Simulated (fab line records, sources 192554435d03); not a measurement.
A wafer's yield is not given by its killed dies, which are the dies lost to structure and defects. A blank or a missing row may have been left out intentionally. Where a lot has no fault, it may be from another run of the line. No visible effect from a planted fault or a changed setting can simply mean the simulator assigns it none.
Matching of chambers + flow n5 finfet + rie diel-04 running N5_BEOL_M0_CUTY_DESCUM_61: 4 sister chambers
The step chemistry O2, time 7.9 s. 8 wafers are shown with their chamber, then 12 later ones without.

WAFERS, EACH WITH ITS CHAMBER
| wafer  | chamber | drypump motor current A (A) | throttle valve pct (%) |
|--------|---------|-----------------------------|------------------------|
| L074.3 | 3       | 5.6                         | 20.81                  |
| L083.4 | 3       | 5.6                         | 20.84                  |
| L085.2 | 2       | 6.0                         | 20.06                  |
| L086.1 | 0       | 5.3                         | 20.37                  |
| L086.5 | 0       | 5.3                         | 20.40                  |
| L087.5 | 2       | 6.0                         | 20.08                  |
| L089.4 | 1       | 5.6                         | 20.52                  |
| L089.5 | 1       | 5.5                         | 20.54                  |

WAFERS WITH NO CHAMBER GIVEN
| wafer  | drypump motor current A (A) | throttle valve pct (%) |
|--------|-----------------------------|------------------------|
| L092.2 | 5.5                         | 20.56                  |
| L092.4 | 5.6                         | 20.57                  |
| L092.5 | 5.6                         | 20.58                  |
| L095.1 | 5.6                         | 20.57                  |
| L095.4 | 5.9                         | 20.08                  |
| L095.6 | 5.3                         | 20.40                  |
| L097.3 | 5.6                         | 20.58                  |
| L097.5 | 5.6                         | 20.59                  |
| L097.6 | 5.3                         | 20.41                  |
| L091.3 | 5.9                         | 20.10                  |
| L091.4 | 5.3                         | 20.42                  |
| L091.5 | 5.5                         | 20.60                  |

CHAMBER TAKEN BY EACH
| wafer  | from the rows above | in truth                   |
|--------|---------------------|----------------------------|
| L092.2 | 1                   | 1                          |
| L092.4 | 1                   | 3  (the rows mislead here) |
| L092.5 | 1                   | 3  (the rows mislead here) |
| L095.1 | 1                   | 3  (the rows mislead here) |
| L095.4 | 2                   | 2                          |
| L095.6 | 0                   | 0                          |
| L097.3 | 1                   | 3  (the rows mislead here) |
| L097.5 | 1                   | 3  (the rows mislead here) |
| L097.6 | 0                   | 0                          |
| L091.3 | 2                   | 2                          |
| L091.4 | 0                   | 0                          |
| L091.5 | 1                   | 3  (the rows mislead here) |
6 of 12 placed correctly. From these rows, 0 cannot be placed. 6 placed wrongly.
How it was worked out, from the rows above alone: a wafer's distance from a chamber is the root of the sum, over the readings, of the square of ((its reading less the chamber's mean) divided by the reading's scatter). If the next closest chamber is less than 2 further off than the closest, the wafer can't be placed; otherwise it belongs to the closest. A chamber's mean is the mean of its shown wafers. The scatter: the root of (the sum of the squares of (reading less its chamber's mean) over the shown wafers, divided by (wafers less chambers)).
